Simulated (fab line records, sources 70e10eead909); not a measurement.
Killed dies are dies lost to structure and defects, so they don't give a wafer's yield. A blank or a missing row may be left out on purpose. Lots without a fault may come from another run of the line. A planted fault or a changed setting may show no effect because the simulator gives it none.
Which tool did it? | flow nand_harc | 14 lots, 42 wafers sampled, at 2 steps of a route of 1302

WHAT THE GAUGES READ, wafer by wafer
NHARC_P_CONTACT_INSPECT_14.
lot  | measured     | on                | raw_defect_count
L449 | day 5 22:46  | defect_inspect-01 | 4 4 3
L451 | day 6 12:01  | defect_inspect-02 | 3 3 2
L450 | day 6 12:20  | defect_inspect-01 | 3 3 5
L454 | day 7 17:41  | defect_inspect-02 | 3 12 9
L455 | day 8 08:12  | defect_inspect-02 | 4 2 4
L456 | day 9 00:22  | defect_inspect-01 | 3 3 3
L458 | day 9 15:59  | defect_inspect-02 | 4 4 2
L460 | day 10 07:07 | defect_inspect-01 | 6 5 7
L459 | day 10 09:05 | defect_inspect-01 | 7 4 4
L468 | day 13 20:34 | defect_inspect-01 | 6 5 2
L469 | day 14 08:41 | defect_inspect-01 | 1 9 10
L470 | day 14 14:43 | defect_inspect-01 | 5 2 5
L471 | day 15 01:56 | defect_inspect-01 | 5 3 2
L472 | day 15 12:51 | defect_inspect-02 | 5 8 1

NHARC_P_CONTACT_CD_MEAS_19.
lot  | measured     | on        | cd_nm (nm)
L449 | day 6 00:56  | cd_sem-02 | 89.7 89.7 88.1
L451 | day 6 13:05  | cd_sem-03 | 89.8 91.6 88.3
L450 | day 6 13:16  | cd_sem-01 | 86.8 87.9 88.2
L454 | day 7 18:38  | cd_sem-01 | 87.6 89.8 86.1
L455 | day 8 09:08  | cd_sem-02 | 89.5 86.8 89.1
L456 | day 9 01:18  | cd_sem-01 | 87.9 89.7 88.6
L458 | day 9 16:56  | cd_sem-02 | 90.2 87.7 89.9
L460 | day 10 08:04 | cd_sem-02 | 87.3 88.3 89.7
L459 | day 10 10:10 | cd_sem-03 | 90.9 92.3 88.5
L468 | day 13 21:30 | cd_sem-03 | 90.5 90.3 91.2
L469 | day 14 09:37 | cd_sem-02 | 89.9 89.1 88.7
L470 | day 14 15:40 | cd_sem-01 | 86.6 93.2 92.4
L471 | day 15 02:53 | cd_sem-03 | 91.6 90.3 89.3
L472 | day 15 14:13 | cd_sem-01 | 91.6 90.8 90.7

WHICH TOOL RAN EACH LOT (tool, then ch and the chambers of the sampled wafers, then the start)
The record holds no process step before these readings.

WHAT THE TOOLS THEMSELVES READ (means of the sampled wafers that have a number; where no wafer has one, the mark that the record gives instead)
The record holds no such reading with a usual standard deviation.

THE ANSWER, worked out from the rows above alone
Rule: what is usual is taken from the lots themselves. Put in order of their means at a reading, lots are off if they are a third of the lots or fewer, leave a main group of 4 or more, and stand apart from it by a gap of 3 or more times the standard deviation of the main group's means; of several such gaps the widest counts. A main group whose means are all the same, to the digits that the tables above print for the reading, isn't used. A lot without any number at a reading at which 4 lots or more have one is off too. The other lots that the step has rows for count as sound. The gauges are gone through in route order, then the tools' own readings, and for those a lot's mean is taken as printed above. The first step at which some lot is off is used, and at that step the reading that is off furthest; a lot without a number counts as furthest.
No lot is off at any reading shown: from this, nothing can be told.

WHAT THE SIMULATOR HAD PUT IN
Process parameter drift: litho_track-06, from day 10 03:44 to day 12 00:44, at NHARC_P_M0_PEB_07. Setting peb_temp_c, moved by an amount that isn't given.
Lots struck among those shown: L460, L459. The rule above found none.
